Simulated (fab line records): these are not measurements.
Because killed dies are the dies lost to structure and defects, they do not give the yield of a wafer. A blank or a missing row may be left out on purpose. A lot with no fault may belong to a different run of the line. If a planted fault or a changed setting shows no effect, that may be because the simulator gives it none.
A struck lot beside a sound one + flow n5-finfet + 18 out of 1938 route steps
Sound: these wafers, L706.2, L706.3, L706.5. Wafers L713.4, L713.5, L713.6 were the ones struck. At the end, the cause is stated.
Order at every step that has rows: each side's tool, ch and its chambers, its first start. Under that, the readings that differ: sound wafers + struck wafers + difference of the means + sigmas: that difference in standard deviations of wafers without a fault.
alike: a reading whose means differ by less than 2 such deviations, as well as words and numbers matching on both sides. not compared: withheld readings; readings where some wafer has no value; bounds like >300 that might hide an equal value; numbers whose values overlap and for which the record gives no deviation.
A row with sigmas, a row that says differs or no value, or rows on one side alone: a step with any of these is where the two part. Numbers that don't overlap but have no deviation are shown without sigmas and don't part them. A reading missing from all wafers of one side parts the sides only when that side holds two or more wafers.

N5_BEOL_M0_SAQP_STRIP_86: strips in N2/H2.
  sound on rie-diel-02 ch 0,2, day 6 05:42; struck on rie-diel-01 ch 0,3, day 8 10:34
  alike: drypump-motor-current-A, oes-product-au, rf-vpp-V, showerhead-plenum-p-Torr, temp-c, throttle-valve-pct
  not compared: rf-hours-counter-h
then, 3 steps without rows for these wafers: N5_BEOL_M0_SAQP_STRIP_115 (strips in post etch residue remover, time 60 s); N5_BEOL_M0_SAQP_SRD_93 (time 30 s); N5_BEOL_M0_SAQP_RECESS_114 (chemistry HF/NH3, target SiO2, target depth 14.4 nm, afs cycles 3, sublimation time 60 s).
N5_BEOL_M0_SAQP_SPACER1_ALD_98: deposits SiO2, target thk 12.8 nm, pulse time 1 s, purge time 2 s.
  sound on ald-sin-04 ch 0,1,2, day 6 06:23; struck on ald-sin-02 ch 2,3, day 8 11:05
  alike: heater-power-outer-w, heater-power-w, precursor-pulse-height-rel
then, 2 steps without rows for these wafers: N5_BEOL_M0_SAQP_SPACER1_ETCHBACK_99 (etches SiO2 in CHF3/O2, target depth 15.4 nm, time 7.7 s); N5_BEOL_M0_SAQP_MANDREL1_REMOVE_100 (chemistry HBr/Cl2/O2, target a-Si, stops on SiNx, bt time 10 s).
N5_BEOL_M0_SAQP_CD_MEAS_25: target cd 13.1 nm.
  sound on cd-sem-03 ch 0, day 6 07:04; struck on cd-sem-02 ch 0, day 8 11:46
  alike: cd-nm
then, 1 step without rows for these wafers: N5_BEOL_M0_SAQP_ETCH_101 (etches SiNx in CH3F/O2, target depth 29.9 nm, time 42.7 s).
N5_BEOL_M0_SAQP_ETCH_102: etches SiO2 in CF4, target depth 4 nm, time 4.4 s.
  sound on rie-si-03 ch 1,2,3, day 6 07:13; struck on rie-si-03 ch 2,3, day 8 11:54
  alike: drypump-motor-current-A, he-backside-leak-sccm, oes-product-au, throttle-valve-pct
  not compared: rf-hours-counter-h
then, 1 step without rows for these wafers: N5_BEOL_M0_SAQP_MANDREL_ETCH_103 (etches a-Si in HBr/Cl2, stops on SiCN, target depth 45 nm, bt time 10 s, time 27 s).
N5_BEOL_M0_SAQP_RECESS_104: chemistry HF/NH3, target SiO2, target depth 18 nm, afs cycles 3, sublimation time 60 s.
  sound on vapor-etch-01 ch 0,1, day 6 07:19; struck on vapor-etch-01 ch 0,1, day 8 12:08
  alike: drypump-motor-current-A, foreline-p-Torr, sublimation-temp-c, temp-c
N5_BEOL_M0_SAQP_COAT_105: time 60 s, resist thk 100 nm.
  sound on litho-track-02 ch 0, day 6 07:43; struck on litho-track-03 ch 0, day 8 12:25
| reading                                        | sound                | struck               | difference | sigmas      |
|------------------------------------------------|----------------------|----------------------|------------|-------------|
| spin-speed-rpm (rpm)                           | 1499.0 1500.0 1501.1 | 1829.0 1827.3 1828.4 | +328.2     | +99 or more |
| model.SOC_of_BEOL_M0_SAQP_COAT_105.thk-nm (nm) | 100.4 100 100.2      | 90.2 90.4 90.6       | -9.8       |             |
N5_BEOL_M0_SAQP_ETCH_106: etches SOC in N2/H2, stops on SiNx, target depth 150 nm.
  sound on rie-diel-02 ch 0,1,3, day 6 07:53; struck on rie-diel-03 ch 0,1,3, day 8 12:29
  alike: drypump-motor-current-A, oes-product-au, rf-vpp-V, showerhead-plenum-p-Torr, throttle-valve-pct
  not compared: rf-hours-counter-h
N5_BEOL_M0_SAQP_ETCH_107: etches SiNx in CH3F/O2, target depth 30 nm.
  sound on rie-diel-02 ch 0,1,3, day 6 07:56; struck on rie-diel-03 ch 0,1,3, day 8 12:32
| reading                                        | sound          | struck  | difference | sigmas |
|------------------------------------------------|----------------|---------|------------|--------|
| model.SOC_of_BEOL_M0_SAQP_COAT_105.thk-nm (nm) | 14.4 18.6 13.4 | 8 6 5.6 | -9         |        |
  alike: drypump-motor-current-A, oes-product-au, rf-vpp-V, showerhead-plenum-p-Torr, throttle-valve-pct
  not compared: rf-hours-counter-h
then, 1 step without rows for these wafers: N5_BEOL_M0_SAQP_STRIP_108 (strips in N2/H2).
-- the record jumps here: 3 days lie between the struck wafers' starts before and after (it left off in module BEOL_M0_SAQP and takes up again in module BEOL_M4, whose first step shown is number 1111 of the route) --
N5_BEOL_M4_RC_MEAS_101:
  sound on prober-01 ch 0, day 9 06:04; struck on prober-01 ch 0, day 11 02:34
  alike: DIBL_N, DIBL_P, IOFF_N, IOFF_P, ION_N, ION_P, SS_N, SS_P, VT_N, VT_P
next, for these wafers, 1 step has no rows: N5_PASSIVATION_PROBE_49.

WHERE THEY PART
Only at N5_BEOL_M0_SAQP_COAT_105, within this record. Later steps at which nothing parts them and some readings are alike: N5_BEOL_M0_SAQP_ETCH_106, N5_BEOL_M0_SAQP_ETCH_107, N5_BEOL_M4_RC_MEAS_101.

WHY: whatever the simulator had introduced
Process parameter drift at N5_BEOL_M0_SAQP_COAT_105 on litho-track-03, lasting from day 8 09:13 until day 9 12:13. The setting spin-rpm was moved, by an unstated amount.
